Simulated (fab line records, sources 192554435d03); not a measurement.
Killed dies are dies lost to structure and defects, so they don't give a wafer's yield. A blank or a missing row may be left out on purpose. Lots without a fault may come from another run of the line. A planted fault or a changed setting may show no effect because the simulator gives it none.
Which tool did it? | flow n5_finfet | 9 lots, 27 wafers sampled, at 8 steps of a route of 1938

WHAT THE GAUGES READ, wafer by wafer
N5_BEOL_M1_THK_MEAS_53: measures by xrf. Usual: M1_THK 40.1 nm, standard deviation 2.1.
lot  | measured     | on            | M1_THK (nm)       | flag
L941 | day 6 23:32  | film_metro-02 | 39.4 39.4 41.0    |
L942 | day 7 09:37  | film_metro-02 | 39.5 40.9 42.3    |
L949 | day 8 22:56  | film_metro-01 | 38.1 38.4 42.8    |
L950 | day 9 16:49  | film_metro-01 | 38.8 41.1 38.2    |
L954 | day 10 12:16 | film_metro-02 | 40.5 40.8 43.1    |
L957 | day 11 02:37 | film_metro-02 | 297.6 304.1 295.7 | OFF
L958 | day 11 10:11 | film_metro-02 | 298.4 300.5 302.2 | OFF
L960 | day 11 17:55 | film_metro-01 | 36.6 40.2 36.0    |
L962 | day 12 08:55 | film_metro-02 | 41.0 44.6 42.1    |

N5_BEOL_M1_RS_MEAS_58: measures by four-point-probe. Usual: M1_RS 0.66 ohm/sq, standard deviation 0.045.
lot  | measured     | on            | M1_RS (ohm/sq) | flag
L941 | day 6 23:50  | film_metro-01 | 0.67 0.67 0.63 |
L942 | day 7 09:53  | film_metro-02 | 0.68 0.65 0.63 |
L949 | day 8 23:11  | film_metro-02 | 0.70 0.69 0.60 |
L950 | day 9 17:07  | film_metro-01 | 0.69 0.65 0.71 |
L954 | day 10 12:33 | film_metro-01 | 0.65 0.65 0.60 |
L957 | day 11 02:52 | film_metro-01 | 0.06 0.06 0.06 | OFF
L958 | day 11 10:27 | film_metro-01 | 0.06 0.06 0.06 | OFF
L960 | day 11 18:11 | film_metro-01 | 0.74 0.65 0.76 |
L962 | day 12 09:12 | film_metro-01 | 0.65 0.58 0.63 |

N5_BEOL_M1_INSPECT_59: inspects for defects (darkfield). Usual: raw_defect_count 72, standard deviation 22.
lot  | measured     | on                | raw_defect_count | flag
L941 | day 6 23:52  | defect_inspect-01 | 88 60 62         |
L942 | day 7 09:55  | defect_inspect-02 | 95 81 61         |
L949 | day 8 23:13  | defect_inspect-02 | 73 109 76        |
L950 | day 9 17:08  | defect_inspect-01 | 66 71 44         |
L954 | day 10 12:34 | defect_inspect-02 | 67 81 45         |
L957 | day 11 02:53 | defect_inspect-02 | 1662 1633 1579   | OFF
L958 | day 11 10:29 | defect_inspect-02 | 1701 1661 1661   | OFF
L960 | day 11 18:12 | defect_inspect-01 | 49 79 91         |
L962 | day 12 09:13 | defect_inspect-01 | 68 49 59         |

N5_BEOL_M4_RC_MEAS_101. Usual: DIBL_N 35.4 mV/V, standard deviation 2.1; DIBL_P 34.8 mV/V, standard deviation 2.6; IOFF_N 0.15 nA/um, standard deviation 0.037; IOFF_P 0.19 nA/um, standard deviation 0.037; ION_N 677 uA/um, standard deviation 16; ION_P 462 uA/um, standard deviation 9.3; SS_N 71.4 mV/dec, standard deviation 0.75; SS_P 72.9 mV/dec, standard deviation 0.77; VT_N 250 mV, standard deviation 3.7; VT_P -251 mV, standard deviation 3.5.
lot  | measured     | on        | DIBL_N (mV/V)  | DIBL_P (mV/V)  | IOFF_N (nA/um) | IOFF_P (nA/um) | ION_N (uA/um) | ION_P (uA/um) | SS_N (mV/dec)  | SS_P (mV/dec)  | VT_N (mV)   | VT_P (mV)      | flag
L941 | day 9 05:58  | prober-01 | 35.3 36.9 31.4 | 35.4 36.0 29.3 | 0.15 0.16 0.09 | 0.19 0.18 0.12 | 690 677 657   | 464 453 449   | 71.8 71.4 70.0 | 73.3 72.7 71.3 | 245 250 256 | -253 -255 -259 |
L942 | day 9 06:27  | prober-02 | 34.7 31.1 35.3 | 35.4 31.0 35.7 | 0.15 0.09 0.14 | 0.18 0.13 0.19 | 697 665 679   | 463 461 464   | 70.7 70.3 71.1 | 72.6 71.1 72.5 | 249 256 249 | -256 -256 -252 |
L949 | day 10 15:20 | prober-01 | 36.0 36.2 37.3 | 34.6 34.6 35.1 | 0.13 0.15 0.15 | 0.21 0.20 0.19 | 649 677 661   | 450 466 450   | 71.0 71.3 71.3 | 73.0 73.2 72.4 | 250 246 249 | -251 -252 -251 |
L950 | day 11 11:31 | prober-02 | 34.3 39.5 32.7 | 34.2 41.3 31.6 | 0.13 0.25 0.11 | 0.17 0.31 0.14 | 660 712 669   | 454 480 457   | 71.3 72.6 70.9 | 71.9 74.3 72.1 | 251 242 253 | -253 -243 -254 |
L954 | day 11 20:48 | prober-02 | 38.6 33.9 39.1 | 39.2 33.0 38.8 | 0.20 0.12 0.18 | 0.24 0.15 0.23 | 681 668 672   | 474 460 464   | 72.1 71.0 71.7 | 73.5 72.4 73.8 | 248 252 251 | -249 -255 -251 |
L960 | day 13 15:49 | prober-01 | 40.6 38.2 36.6 | 40.7 37.9 36.7 | 0.28 0.23 0.18 | 0.31 0.25 0.22 | 709 708 702   | 480 479 478   | 73.2 72.2 72.0 | 74.6 73.6 73.9 | 241 244 246 | -246 -245 -247 |
L962 | day 14 14:02 | prober-02 | 38.0 36.1 36.0 | 40.0 37.1 36.9 | 0.22 0.18 0.17 | 0.26 0.23 0.21 | 710 701 689   | 477 476 467   | 72.6 71.7 71.4 | 73.7 73.3 73.6 | 242 247 246 | -247 -250 -250 |

WHICH TOOL RAN EACH LOT (tool, then ch and the chambers of the sampled wafers, then the start)
lot  | N5_BEOL_M1_ANNEAL_82         | N5_BEOL_M1_ANNEAL_93         | N5_BEOL_M1_SPUTTER_94        | N5_BEOL_M1_CMP_52
L941 | pvd_sputter-03, day 6 21:20  | pvd_sputter-03, day 6 22:13  | pvd_sputter-03, day 6 22:21  | cmp-04 ch 0,1, day 6 23:16
L942 | pvd_sputter-02, day 7 07:35  | pvd_sputter-02, day 7 08:28  | pvd_sputter-02, day 7 08:37  | cmp-04 ch 0,3, day 7 09:20
L949 | pvd_sputter-03, day 8 20:53  | pvd_sputter-03, day 8 21:46  | pvd_sputter-03, day 8 21:55  | cmp-04 ch 0,2,3, day 8 22:38
L950 | pvd_sputter-02, day 9 14:47  | pvd_sputter-02, day 9 15:40  | pvd_sputter-02, day 9 15:49  | cmp-04 ch 0,2,3, day 9 16:36
L954 | pvd_sputter-02, day 10 10:14 | pvd_sputter-02, day 10 11:07 | pvd_sputter-02, day 10 11:15 | cmp-02 ch 0,1, day 10 11:58
L957 | pvd_sputter-01, day 11 00:35 | pvd_sputter-01, day 11 01:28 | pvd_sputter-01, day 11 01:36 | cmp-03 ch 0,1, day 11 02:21
L958 | pvd_sputter-01, day 11 08:10 | pvd_sputter-01, day 11 09:02 | pvd_sputter-01, day 11 09:11 | cmp-04 ch 1,2,3, day 11 09:54
L960 | pvd_sputter-01, day 11 15:53 | pvd_sputter-01, day 11 16:46 | pvd_sputter-01, day 11 16:55 | cmp-03 ch 0,1, day 11 17:37
L962 | pvd_sputter-02, day 12 06:53 | pvd_sputter-02, day 12 07:46 | pvd_sputter-02, day 12 07:55 | cmp-02 ch 2,3, day 12 08:38
- N5_BEOL_M1_ANNEAL_82: time 240 s.
- N5_BEOL_M1_ANNEAL_93: time 240 s.
- N5_BEOL_M1_SPUTTER_94: material Cu, target thk 4.5 nm, time 8.29 s.
- N5_BEOL_M1_CMP_52: polishes, stops on SiOC, t overpolish 6.8 s, target thk 40 nm.

WHAT THE TOOLS THEMSELVES READ (means of the sampled wafers that have a number; where no wafer has one, the mark that the record gives instead)
N5_BEOL_M1_ANNEAL_82. Usual: heater_power_w 838 W, standard deviation 53; susceptor_temp_C_max 400.9, standard deviation 0.34.
lot  | tool           | heater_power_w (W) | susceptor_temp_C_max | flag
L941 | pvd_sputter-03 | 865                | 401.1                |
L942 | pvd_sputter-02 | 807                | 400.7                |
L949 | pvd_sputter-03 | 864                | 401.1                |
L950 | pvd_sputter-02 | 822                | 400.6                |
L954 | pvd_sputter-02 | 893                | 401.0                |
L957 | pvd_sputter-01 | 823                | 401.1                |
L958 | pvd_sputter-01 | 828                | 400.9                |
L960 | pvd_sputter-01 | 800                | 400.9                |
L962 | pvd_sputter-02 | 885                | 401.1                |

N5_BEOL_M1_ANNEAL_93. Usual: heater_power_w 840 W, standard deviation 54; susceptor_temp_C_max 401.0, standard deviation 0.38.
lot  | tool           | heater_power_w (W) | susceptor_temp_C_max | flag
L941 | pvd_sputter-03 | 870                | 401.1                |
L942 | pvd_sputter-02 | 807                | 400.8                |
L949 | pvd_sputter-03 | 872                | 401.2                |
L950 | pvd_sputter-02 | 841                | 400.8                |
L954 | pvd_sputter-02 | 887                | 400.7                |
L957 | pvd_sputter-01 | 830                | 400.8                |
L958 | pvd_sputter-01 | 854                | 400.5                |
L960 | pvd_sputter-01 | 808                | 401.0                |
L962 | pvd_sputter-02 | 872                | 400.7                |

N5_BEOL_M1_SPUTTER_94. Usual: throttle_valve_pct 30.5 %, standard deviation 0.87.
lot  | tool           | throttle_valve_pct (%) | flag
L941 | pvd_sputter-03 | 31.8                   |
L942 | pvd_sputter-02 | 30.4                   |
L949 | pvd_sputter-03 | 30.3                   |
L950 | pvd_sputter-02 | 30.5                   |
L954 | pvd_sputter-02 | 30.4                   |
L957 | pvd_sputter-01 | 31.1                   |
L958 | pvd_sputter-01 | 30.8                   |
L960 | pvd_sputter-01 | 31.1                   |
L962 | pvd_sputter-02 | 30.4                   |

N5_BEOL_M1_CMP_52. Usual: barrier_field_endpoint_s 25.1 s, standard deviation 0.93; clearing_platen_down_force_psi 1.500 psi, standard deviation 0.0032; motor_current_A 6.0 A, standard deviation 0.49; overpolish_run_s 6.800 s, standard deviation 0.0091; time_to_endpoint_s 63 s, standard deviation 4.5.
lot  | tool   | barrier_field_endpoint_s (s) | clearing_platen_down_force_psi (psi) | motor_current_A (A) | overpolish_run_s (s) | time_to_endpoint_s (s) | flag
L941 | cmp-04 | 24.4                         | 1.500                                | 6.2                 | 6.804                | 61                     |
L942 | cmp-04 | 24.4                         | 1.502                                | 5.9                 | 6.797                | 62                     |
L949 | cmp-04 | 25.1                         | 1.500                                | 6.1                 | 6.795                | 65                     |
L950 | cmp-04 | 25.6                         | 1.498                                | 6.1                 | 6.803                | 63                     |
L954 | cmp-02 | 25.8                         | 1.502                                | 5.8                 | 6.794                | 68                     |
L957 | cmp-03 | -                            | -                                    | -                   | -                    | -                      | OFF
L958 | cmp-04 | -                            | -                                    | -                   | -                    | -                      | OFF
L960 | cmp-03 | 24.1                         | 1.497                                | 6.8                 | 6.797                | 57                     |
L962 | cmp-02 | 25.4                         | 1.503                                | 6.1                 | 6.792                | 62                     |

THE ANSWER, worked out from the rows above alone
Rule: a lot is off if the mean of its wafers that have a number lies more than 3 standard deviations from the usual mean. A lot without any number at a reading at which 4 lots or more have one is off too. The other lots that the step has rows for count as sound. The gauges are gone through in route order, then the tools' own readings, and for those a lot's mean is taken as printed above. The first step at which some lot is off is used, and at that step the reading that is off furthest; a lot without a number counts as furthest.
Off: L957, L958, at N5_BEOL_M1_THK_MEAS_53 (M1_THK).
A tool fits if, at a process step before that reading, it ran every lot that is off, and no sound lot after the first of them. The gauges at N5_BEOL_M1_THK_MEAS_53 aren't tried: what is off there is off at N5_BEOL_M1_RS_MEAS_58 too, on other tools, and a gauge's error can't cause that. None of those tried fits.

WHAT THE SIMULATOR HAD PUT IN
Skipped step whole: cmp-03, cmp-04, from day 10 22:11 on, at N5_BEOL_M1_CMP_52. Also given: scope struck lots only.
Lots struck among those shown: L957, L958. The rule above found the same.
